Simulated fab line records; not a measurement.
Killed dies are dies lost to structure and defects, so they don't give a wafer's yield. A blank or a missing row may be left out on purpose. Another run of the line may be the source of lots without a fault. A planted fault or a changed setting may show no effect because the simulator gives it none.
Split-lot trial :: flow n5_finfet :: 7 lots, 39 wafers read, on a route of 1938 steps

== THE SPLIT ITSELF ==
At N5_BEOL_M7_TRENCH_ETCH_37 (etches SiCOH lowk in C4F6/O2, target depth 93.478 nm, time 31.2 s), the setting time_s was moved away from the recipe's 31.2 s on 15 of the 39 wafers read, by -18.6% to +59.6%. This setting was run at the recipe's value on the other wafers.

== FROM THE SPLIT TO THE READING: what the file shows between them, 11 steps ==
- N5_BEOL_M7_ETCH_41: etches SiCN in CH3F/O2, target depth 31.9 nm, time 57.8 s
- N5_BEOL_M7_STRIP_80: strips in N2/H2, time 10 s
- N5_BEOL_M7_OCD_MEAS_38
- N5_BEOL_M7_HM_STRIP_39: strips TiN in peroxide tin strip, target depth 25 nm, time 158 s
- N5_BEOL_M7_SRD_40: time 30 s
- N5_BEOL_M7_ECD_50: material Cu, target thk 300 nm
- N5_BEOL_M7_ANNEAL_51: time 90 s
- N5_BEOL_M7_CMP_52: polishes, stops on SiCOH lowk, t overpolish 6.9 s, target thk 80 nm
- N5_BEOL_M7_THK_MEAS_53: measures by xrf
- N5_BEOL_M7_PRE_CLEAN_55: time 15 s
- N5_BEOL_M7_DEP_56: deposits SiCN from 3MS/NH3, target thk 10 nm, time 17.5 s

== THE READING ==
M7_RS (ohm/sq), read at N5_BEOL_M7_RS_MEAS_57 with a four-point probe. Typical for fault-free wafers on this fab line: 0.285 ohm/sq, with standard deviation 0.0083 ohm/sq.

wafer: L079.1
tool, chamber at the split: rie_diel-02, 0
time_s as run, s: 49.03
against the recipe: +57.1%
M7_RS, ohm/sq: 0.149
against lot-mates on the recipe: -0.133

wafer: L079.2
tool, chamber at the split: rie_diel-02, 3
time_s as run, s: 31.2
against the recipe: recipe
M7_RS, ohm/sq: 0.281
against lot-mates on the recipe: -

wafer: L079.3
tool, chamber at the split: rie_diel-02, 1
time_s as run, s: 49.03
against the recipe: +57.1%
M7_RS, ohm/sq: 0.155
against lot-mates on the recipe: -0.127

wafer: L079.4
tool, chamber at the split: rie_diel-02, 2
time_s as run, s: 31.2
against the recipe: recipe
M7_RS, ohm/sq: 0.296
against lot-mates on the recipe: -

wafer: L079.5
tool, chamber at the split: rie_diel-02, 3
time_s as run, s: 49.03
against the recipe: +57.1%
M7_RS, ohm/sq: 0.156
against lot-mates on the recipe: -0.126

wafer: L079.6
tool, chamber at the split: rie_diel-02, 0
time_s as run, s: 31.2
against the recipe: recipe
M7_RS, ohm/sq: 0.270
against lot-mates on the recipe: -

wafer: L083.1
tool, chamber at the split: rie_diel-02, 2
time_s as run, s: 49.79
against the recipe: +59.6%
M7_RS, ohm/sq: 0.165
against lot-mates on the recipe: -0.125

wafer: L083.2
tool, chamber at the split: rie_diel-02, 0
time_s as run, s: 31.2
against the recipe: recipe
M7_RS, ohm/sq: 0.278
against lot-mates on the recipe: -

wafer: L083.3
tool, chamber at the split: rie_diel-02, 3
time_s as run, s: 49.79
against the recipe: +59.6%
M7_RS, ohm/sq: 0.160
against lot-mates on the recipe: -0.130

wafer: L083.4
tool, chamber at the split: rie_diel-02, 1
time_s as run, s: 49.79
against the recipe: +59.6%
M7_RS, ohm/sq: 0.159
against lot-mates on the recipe: -0.131

wafer: L083.5
tool, chamber at the split: rie_diel-02, 2
time_s as run, s: 31.2
against the recipe: recipe
M7_RS, ohm/sq: 0.298
against lot-mates on the recipe: -

wafer: L083.6
tool, chamber at the split: rie_diel-02, 1
time_s as run, s: 31.2
against the recipe: recipe
M7_RS, ohm/sq: 0.293
against lot-mates on the recipe: -

wafer: L085.1
tool, chamber at the split: rie_diel-03, 1
time_s as run, s: 41.55
against the recipe: +33.2%
M7_RS, ohm/sq: 0.191
against lot-mates on the recipe: -0.098

wafer: L085.2
tool, chamber at the split: rie_diel-03, 2
time_s as run, s: 31.2
against the recipe: recipe
M7_RS, ohm/sq: 0.299
against lot-mates on the recipe: -

wafer: L085.3
tool, chamber at the split: rie_diel-03, 3
time_s as run, s: 31.2
against the recipe: recipe
M7_RS, ohm/sq: 0.287
against lot-mates on the recipe: -

wafer: L085.4
tool, chamber at the split: rie_diel-03, 0
time_s as run, s: 41.55
against the recipe: +33.2%
M7_RS, ohm/sq: 0.200
against lot-mates on the recipe: -0.089

wafer: L085.5
tool, chamber at the split: rie_diel-03, 0
time_s as run, s: 31.2
against the recipe: recipe
M7_RS, ohm/sq: 0.280
against lot-mates on the recipe: -

wafer: L085.6
tool, chamber at the split: rie_diel-03, 1
time_s as run, s: 41.55
against the recipe: +33.2%
M7_RS, ohm/sq: 0.189
against lot-mates on the recipe: -0.100

wafer: L089.1
tool, chamber at the split: rie_diel-05, 2
time_s as run, s: 31.2
against the recipe: recipe
M7_RS, ohm/sq: 0.282
against lot-mates on the recipe: -

wafer: L089.2
tool, chamber at the split: rie_diel-05, 1
time_s as run, s: 25.88
against the recipe: -17.1%
M7_RS, ohm/sq: 0.362
against lot-mates on the recipe: +0.077

wafer: L089.3
tool, chamber at the split: rie_diel-05, 3
time_s as run, s: 25.88
against the recipe: -17.1%
M7_RS, ohm/sq: 0.363
against lot-mates on the recipe: +0.078

wafer: L089.4
tool, chamber at the split: rie_diel-05, 2
time_s as run, s: 25.88
against the recipe: -17.1%
M7_RS, ohm/sq: 0.370
against lot-mates on the recipe: +0.085

wafer: L089.5
tool, chamber at the split: rie_diel-05, 1
time_s as run, s: 31.2
against the recipe: recipe
M7_RS, ohm/sq: 0.295
against lot-mates on the recipe: -

wafer: L089.6
tool, chamber at the split: rie_diel-05, 3
time_s as run, s: 31.2
against the recipe: recipe
M7_RS, ohm/sq: 0.279
against lot-mates on the recipe: -

wafer: L095.1
tool, chamber at the split: rie_diel-03, 0
time_s as run, s: 31.2
against the recipe: recipe
M7_RS, ohm/sq: 0.282
against lot-mates on the recipe: -

wafer: L095.2
tool, chamber at the split: rie_diel-03, 2
time_s as run, s: 31.2
against the recipe: recipe
M7_RS, ohm/sq: 0.283
against lot-mates on the recipe: -

wafer: L095.3
tool, chamber at the split: rie_diel-03, 3
time_s as run, s: 31.2
against the recipe: recipe
M7_RS, ohm/sq: 0.280
against lot-mates on the recipe: -

wafer: L095.4
tool, chamber at the split: rie_diel-03, 2
time_s as run, s: 31.2
against the recipe: recipe
M7_RS, ohm/sq: 0.280
against lot-mates on the recipe: -

wafer: L095.5
tool, chamber at the split: rie_diel-03, 3
time_s as run, s: 31.2
against the recipe: recipe
M7_RS, ohm/sq: 0.284
against lot-mates on the recipe: -

wafer: L095.6
tool, chamber at the split: rie_diel-03, 0
time_s as run, s: 31.2
against the recipe: recipe
M7_RS, ohm/sq: 0.268
against lot-mates on the recipe: -

wafer: L094.1
tool, chamber at the split: rie_diel-03, 0
time_s as run, s: 31.2
against the recipe: recipe
M7_RS, ohm/sq: 0.288
against lot-mates on the recipe: -

wafer: L094.2
tool, chamber at the split: rie_diel-03, 1
time_s as run, s: 25.39
against the recipe: -18.6%
M7_RS, ohm/sq: 0.369
against lot-mates on the recipe: +0.079

wafer: L094.3
tool, chamber at the split: rie_diel-03, 3
time_s as run, s: 25.39
against the recipe: -18.6%
M7_RS, ohm/sq: 0.400
against lot-mates on the recipe: +0.110

wafer: L094.4
tool, chamber at the split: rie_diel-03, 2
time_s as run, s: 25.39
against the recipe: -18.6%
M7_RS, ohm/sq: 0.396
against lot-mates on the recipe: +0.106

wafer: L094.5
tool, chamber at the split: rie_diel-03, 3
time_s as run, s: 31.2
against the recipe: recipe
M7_RS, ohm/sq: 0.290
against lot-mates on the recipe: -

wafer: L094.6
tool, chamber at the split: rie_diel-03, 2
time_s as run, s: 31.2
against the recipe: recipe
M7_RS, ohm/sq: 0.292
against lot-mates on the recipe: -

wafer: L096.1
tool, chamber at the split: rie_diel-03, 1
time_s as run, s: 31.2
against the recipe: recipe
M7_RS, ohm/sq: 0.275
against lot-mates on the recipe: -

wafer: L096.5
tool, chamber at the split: rie_diel-03, 2
time_s as run, s: 31.2
against the recipe: recipe
M7_RS, ohm/sq: 0.286
against lot-mates on the recipe: -

wafer: L096.6
tool, chamber at the split: rie_diel-03, 1
time_s as run, s: 31.2
against the recipe: recipe
M7_RS, ohm/sq: 0.269
against lot-mates on the recipe: -

THE FIT
A straight line over all 39 wafers: M7_RS changes by -0.00261 ohm/sq for each +1% of time_s; r = -0.95; the points scatter about the line by 0.021 ohm/sq.
The same after taking each lot's own level away (the mean of its wafers on the recipe; 39 wafers): -0.00263 ohm/sq for each +1%; r = -0.96; scatter 0.019 ohm/sq.
According to that fit, moving time_s by its largest amount changes the reading by 0.16 ohm/sq.
The span of the lots' own levels, 0.2767 to 0.2900 ohm/sq, comes to 1.6 times the standard deviation stated above.
The two slopes agree, so the slope changes little with the lot-to-lot level.
Check: -0.15 ohm/sq against its lot-mates is what the line predicts for one of the wafers moved furthest among these (+59.6%) when that wafer is left out of the fit. Against them it came out at -0.125 ohm/sq.

== THE WHOLE CHAIN: every reading that the file lists as answering this split, in the file's order ==
step: N5_BEOL_M7_TRENCH_ETCH_37
what it does: etches SiCOH lowk in C4F6/O2, target depth 93.478 nm, time 31.2 s
reading: BEOL_M7.feature_depth_nm (the simulator's own value, which no gauge read)
change (the file's fit): +0.948 nm for each +1% of the setting
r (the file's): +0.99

step: N5_BEOL_M7_TRENCH_ETCH_37
what it does: etches SiCOH lowk in C4F6/O2, target depth 93.478 nm, time 31.2 s
reading: etch.depth_nm (the simulator's own value, which no gauge read)
change (the file's fit): +0.948 nm for each +1% of the setting
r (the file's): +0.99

step: N5_BEOL_M7_TRENCH_ETCH_37
what it does: etches SiCOH lowk in C4F6/O2, target depth 93.478 nm, time 31.2 s
reading: TiN_of_BEOL_M7_HM_DEP_02.thk_nm (the simulator's own value, which no gauge read)
change (the file's fit): -0.027 nm for each +1% of the setting
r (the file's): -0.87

step: N5_BEOL_M7_OCD_MEAS_38
what it does: 
reading: trench_depth_nm
change (the file's fit): +0.944 nm for each +1% of the setting
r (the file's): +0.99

step: N5_BEOL_M7_CMP_52
what it does: polishes, stops on SiCOH lowk, t overpolish 6.9 s, target thk 80 nm
reading: Cu_of_BEOL_M7_ECD_50.thk_nm (the simulator's own value, which no gauge read)
change (the file's fit): +0.95 nm for each +1% of the setting
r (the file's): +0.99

step: N5_BEOL_M7_THK_MEAS_53
what it does: measures by xrf
reading: M7_THK
change (the file's fit): +0.956 for each +1% of the setting
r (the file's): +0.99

step: N5_BEOL_M7_RS_MEAS_57
what it does: measures by four-point-probe
reading: M7_RS
change (the file's fit): -0.0025 for each +1% of the setting
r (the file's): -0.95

== THE FILE'S OWN FIT ==
M7_RS changes by -0.0025 ohm/sq for each +1% of time_s, r = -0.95.
